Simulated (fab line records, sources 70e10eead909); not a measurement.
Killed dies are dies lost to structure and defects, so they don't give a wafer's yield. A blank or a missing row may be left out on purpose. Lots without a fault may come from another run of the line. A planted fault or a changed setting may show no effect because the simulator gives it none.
Which tool did it? | flow nand_harc | 24 lots, 72 wafers sampled, at 6 steps of a route of 1159

WHAT THE GAUGES READ, wafer by wafer
NHARC_A_CONTACT_OVL_MEAS_70.
lot  | measured     | on         | overlay_x_nm (nm) | overlay_y_nm (nm)
L077 | day 19 20:39 | overlay-02 | 0.2 -0.6 -0.9     | -0.3 -0.3 -0.2
L078 | day 19 22:17 | overlay-02 | 0.9 0.5 0.9       | 1.1 0.9 1.0
L076 | day 20 06:22 | overlay-02 | 0.0 0.7 0.7       | -2.0 -1.8 -2.2
L074 | day 20 07:53 | overlay-01 | 0.3 0.1 0.4       | 0.2 -0.3 0.3
L075 | day 20 12:06 | overlay-02 | -0.3 0.2 0.3      | 0.1 0.8 0.9
L082 | day 20 18:23 | overlay-02 | -1.0 -1.2 -1.4    | 0.0 0.8 0.3
L080 | day 20 19:09 | overlay-02 | -0.7 -0.9 -0.3    | -0.6 -0.7 -1.1
L079 | day 21 03:19 | overlay-02 | -0.2 0.1 -1.1     | 0.7 1.3 1.2
L081 | day 21 05:16 | overlay-01 | 0.4 -0.2 0.3      | 2.0 1.6 1.1
L084 | day 21 10:17 | overlay-02 | 0.3 0.2 0.7       | 0.4 0.0 -0.4
L083 | day 21 11:52 | overlay-01 | -0.8 -0.9 -0.8    | -0.3 -0.4 -0.3
L087 | day 21 21:02 | overlay-01 | -0.6 -0.8 -0.4    | 0.4 0.1 0.2
L085 | day 22 12:43 | overlay-02 | -0.3 -0.5 -1.0    | -0.9 -1.2 -0.6
L088 | day 22 12:46 | overlay-01 | -0.2 -0.7 -0.1    | 0.5 0.0 0.5
L089 | day 22 15:28 | overlay-01 | -2.1 -2.1 -2.3    | 0.8 0.1 0.3
L093 | day 22 22:27 | overlay-01 | 0.2 0.3 0.4       | -1.3 -1.4 -1.3
L092 | day 23 00:55 | overlay-01 | 0.9 1.2 0.9       | 0.1 0.5 -0.1
L091 | day 23 02:46 | overlay-02 | 2.6 2.3 2.8       | 0.2 0.1 0.5
L095 | day 23 03:28 | overlay-01 | -0.6 -0.9 -1.0    | 0.3 0.4 -0.2
L094 | day 23 07:38 | overlay-01 | -1.6 -1.5 -1.5    | -0.3 -0.6 -0.1
L090 | day 23 08:20 | overlay-01 | -0.7 -0.3 -1.4    | 0.4 0.2 0.3
L086 | day 23 19:41 | overlay-02 | 0.0 -0.8 -0.2     | -0.5 -0.8 -0.5
L097 | day 24 06:54 | overlay-01 | -0.9 -0.5 -0.6    | 0.8 0.2 0.4
L096 | day 24 10:49 | overlay-02 | -0.7 -1.1 -1.0    | 0.2 0.8 0.7

NHARC_A_CONTACT_CD_MEAS_15.
lot  | measured     | on        | cd_nm (nm)
L077 | day 20 10:05 | cd_sem-03 | 90.4 90.4 90.1
L078 | day 20 14:08 | cd_sem-01 | 90.0 90.6 90.6
L076 | day 20 20:48 | cd_sem-03 | 89.8 89.7 90.1
L074 | day 20 19:24 | cd_sem-02 | 90.5 90.2 90.4
L075 | day 21 01:36 | cd_sem-02 | 89.2 90.7 90.9
L082 | day 21 08:42 | cd_sem-02 | 90.2 90.2 90.3
L080 | day 21 10:15 | cd_sem-03 | 89.3 89.8 90.0
L079 | day 21 15:32 | cd_sem-02 | 89.4 89.7 89.8
L081 | day 21 16:24 | cd_sem-01 | 89.5 89.4 89.2
L084 | day 21 19:11 | cd_sem-03 | 90.0 89.6 89.9
L083 | day 21 22:04 | cd_sem-02 | 90.0 89.4 90.5
L087 | day 22 06:49 | cd_sem-03 | 89.8 89.5 89.4
L085 | day 23 00:39 | cd_sem-01 | 89.7 90.1 90.1
L088 | day 23 00:20 | cd_sem-03 | 88.9 89.5 89.1
L089 | day 23 02:05 | cd_sem-03 | 90.4 89.5 90.1
L093 | day 23 09:01 | cd_sem-02 | 90.4 90.4 90.2
L092 | day 23 16:04 | cd_sem-02 | 89.3 89.5 90.0
L091 | day 23 15:17 | cd_sem-03 | 89.6 89.9 90.0
L095 | day 23 16:43 | cd_sem-02 | 90.6 90.2 90.3
L094 | day 23 19:04 | cd_sem-02 | 90.2 91.1 90.6
L090 | day 23 20:47 | cd_sem-02 | 90.6 89.8 90.9
L086 | day 24 07:26 | cd_sem-03 | 90.4 90.2 89.2
L097 | day 24 16:24 | cd_sem-02 | 89.5 90.3 90.3
L096 | day 24 21:14 | cd_sem-02 | 89.8 90.3 89.6

WHICH TOOL RAN EACH LOT (tool, then ch and the chambers of the sampled wafers, then the start)
lot  | NHARC_A_CONTACT_ETCH_114             | NHARC_A_CONTACT_ETCH_119             | NHARC_A_CONTACT_ETCH_121             | NHARC_A_CONTACT_ETCH_128
L077 | har_cap_etch-02 ch 0, day 19 13:28   | har_cap_etch-02 ch 0, day 19 13:55   | har_cap_etch-02 ch 0, day 19 14:06   | har_cap_etch-01 ch 0,1, day 19 22:29
L078 | har_cap_etch-01 ch 0,1, day 19 14:58 | har_cap_etch-01 ch 0,1, day 19 15:25 | har_cap_etch-01 ch 0,1, day 19 15:36 | har_cap_etch-03 ch 0,1, day 20 00:49
L076 | har_cap_etch-03 ch 0,1, day 19 20:39 | har_cap_etch-03 ch 0,1, day 19 21:06 | har_cap_etch-03 ch 0,1, day 19 21:17 | har_cap_etch-01 ch 0,1, day 20 08:40
L074 | har_cap_etch-02 ch 0,1, day 19 21:12 | har_cap_etch-02 ch 0,1, day 19 21:49 | har_cap_etch-02 ch 0,1, day 19 22:03 | har_cap_etch-03 ch 0,1, day 20 09:50
L075 | har_cap_etch-01 ch 0,1, day 20 02:31 | har_cap_etch-01 ch 0,1, day 20 02:58 | har_cap_etch-01 ch 0,1, day 20 03:09 | har_cap_etch-03 ch 0,1, day 20 14:17
L082 | har_cap_etch-02 ch 0,1, day 20 11:08 | har_cap_etch-02 ch 0,1, day 20 11:36 | har_cap_etch-02 ch 0,1, day 20 11:47 | har_cap_etch-02 ch 0,1, day 20 20:19
L080 | har_cap_etch-01 ch 0,1, day 20 12:35 | har_cap_etch-01 ch 0,1, day 20 13:02 | har_cap_etch-01 ch 0,1, day 20 13:13 | har_cap_etch-01 ch 0,1, day 20 21:16
L079 | har_cap_etch-01 ch 0,1, day 20 18:02 | har_cap_etch-01 ch 0,1, day 20 18:38 | har_cap_etch-01 ch 0,1, day 20 18:53 | har_cap_etch-02 ch 0,1, day 21 05:13
L081 | har_cap_etch-02 ch 0,1, day 20 18:20 | har_cap_etch-02 ch 0,1, day 20 18:47 | har_cap_etch-02 ch 0,1, day 20 18:58 | har_cap_etch-01 ch 0,1, day 21 07:08
L084 | har_cap_etch-03 ch 1, day 20 22:24   | har_cap_etch-03 ch 1, day 20 22:52   | har_cap_etch-03 ch 1, day 20 23:02   | har_cap_etch-01 ch 0,1, day 21 12:10
L083 | har_cap_etch-03 ch 1, day 21 03:35   | har_cap_etch-03 ch 1, day 21 04:02   | har_cap_etch-03 ch 1, day 21 04:13   | har_cap_etch-03 ch 1, day 21 14:14
L087 | har_cap_etch-02 ch 0,1, day 21 15:52 | har_cap_etch-02 ch 0,1, day 21 16:20 | har_cap_etch-02 ch 0,1, day 21 16:31 | har_cap_etch-01 ch 0,1, day 21 23:04
L085 | har_cap_etch-03 ch 0,1, day 21 19:04 | har_cap_etch-03 ch 0,1, day 21 19:31 | har_cap_etch-03 ch 0,1, day 21 19:43 | har_cap_etch-03 ch 0,1, day 22 14:34
L088 | har_cap_etch-02 ch 0,1, day 22 07:23 | har_cap_etch-02 ch 0,1, day 22 07:50 | har_cap_etch-02 ch 0,1, day 22 08:01 | har_cap_etch-02 ch 0,1, day 22 14:36
L089 | har_cap_etch-01 ch 1, day 22 10:16   | har_cap_etch-01 ch 1, day 22 10:43   | har_cap_etch-01 ch 1, day 22 10:53   | har_cap_etch-03 ch 0, day 22 17:25
L093 | har_cap_etch-01 ch 0,1, day 22 14:40 | har_cap_etch-01 ch 0,1, day 22 15:07 | har_cap_etch-01 ch 0,1, day 22 15:19 | har_cap_etch-03 ch 0,1, day 23 00:23
L092 | har_cap_etch-02 ch 0,1, day 22 18:40 | har_cap_etch-02 ch 0,1, day 22 19:07 | har_cap_etch-02 ch 0,1, day 22 19:18 | har_cap_etch-01 ch 0,1, day 23 04:38
L091 | har_cap_etch-01 ch 0,1, day 22 19:30 | har_cap_etch-01 ch 0,1, day 22 19:57 | har_cap_etch-01 ch 0,1, day 22 20:08 | har_cap_etch-03 ch 0,1, day 23 04:40
L095 | har_cap_etch-03 ch 0,1, day 22 22:06 | har_cap_etch-03 ch 0,1, day 22 22:33 | har_cap_etch-03 ch 0,1, day 22 22:44 | har_cap_etch-02 ch 0,1, day 23 05:46
L094 | har_cap_etch-01 ch 1, day 23 02:16   | har_cap_etch-01 ch 1, day 23 02:44   | har_cap_etch-01 ch 1, day 23 02:55   | har_cap_etch-01 ch 1, day 23 09:35
L090 | har_cap_etch-02 ch 0,1, day 23 02:38 | har_cap_etch-02 ch 0,1, day 23 03:06 | har_cap_etch-02 ch 0,1, day 23 03:16 | har_cap_etch-02 ch 0,1, day 23 10:10
L086 | har_cap_etch-03 ch 0,1, day 23 11:33 | har_cap_etch-03 ch 0,1, day 23 12:00 | har_cap_etch-03 ch 0,1, day 23 12:11 | har_cap_etch-01 ch 0,1, day 23 21:47
L097 | har_cap_etch-02 ch 0,1, day 23 22:11 | har_cap_etch-02 ch 0,1, day 23 22:38 | har_cap_etch-02 ch 0,1, day 23 22:49 | har_cap_etch-01 ch 0,1, day 24 08:46
L096 | har_cap_etch-01 ch 0,1, day 24 05:40 | har_cap_etch-01 ch 0,1, day 24 06:07 | har_cap_etch-01 ch 0,1, day 24 06:19 | har_cap_etch-03 ch 0,1, day 24 12:40
- NHARC_A_CONTACT_ETCH_114: etches the open film in C4F8/O2/Ar, time 94 s, target depth 922 nm.
- NHARC_A_CONTACT_ETCH_119: etches the open film in C4F8/O2/Ar, time 94 s, target depth 922 nm.
- NHARC_A_CONTACT_ETCH_121: etches the open film in C4F8/O2/Ar, time 94 s, target depth 922 nm.
- NHARC_A_CONTACT_ETCH_128: etches the open film in C4F8/O2/Ar, time 155 s, target depth 956 nm.

WHAT THE TOOLS THEMSELVES READ (means of the sampled wafers that have a number; where no wafer has one, the mark that the record gives instead)
The record holds no such reading with a usual standard deviation.

THE ANSWER, worked out from the rows above alone
Rule: what is usual is taken from the lots themselves. Put in order of their means at a reading, lots are off if they are a third of the lots or fewer, leave a main group of 4 or more, and stand apart from it by a gap of 3 or more times the standard deviation of the main group's means; of several such gaps the widest counts. A main group whose means are all the same, to the digits that the tables above print for the reading, isn't used. A lot without any number at a reading at which 4 lots or more have one is off too. The other lots that the step has rows for count as sound. The gauges are gone through in route order, then the tools' own readings, and for those a lot's mean is taken as printed above. The first step at which some lot is off is used, and at that step the reading that is off furthest; a lot without a number counts as furthest.
No lot is off at any reading shown: from this, nothing can be told.

WHAT THE SIMULATOR HAD PUT IN
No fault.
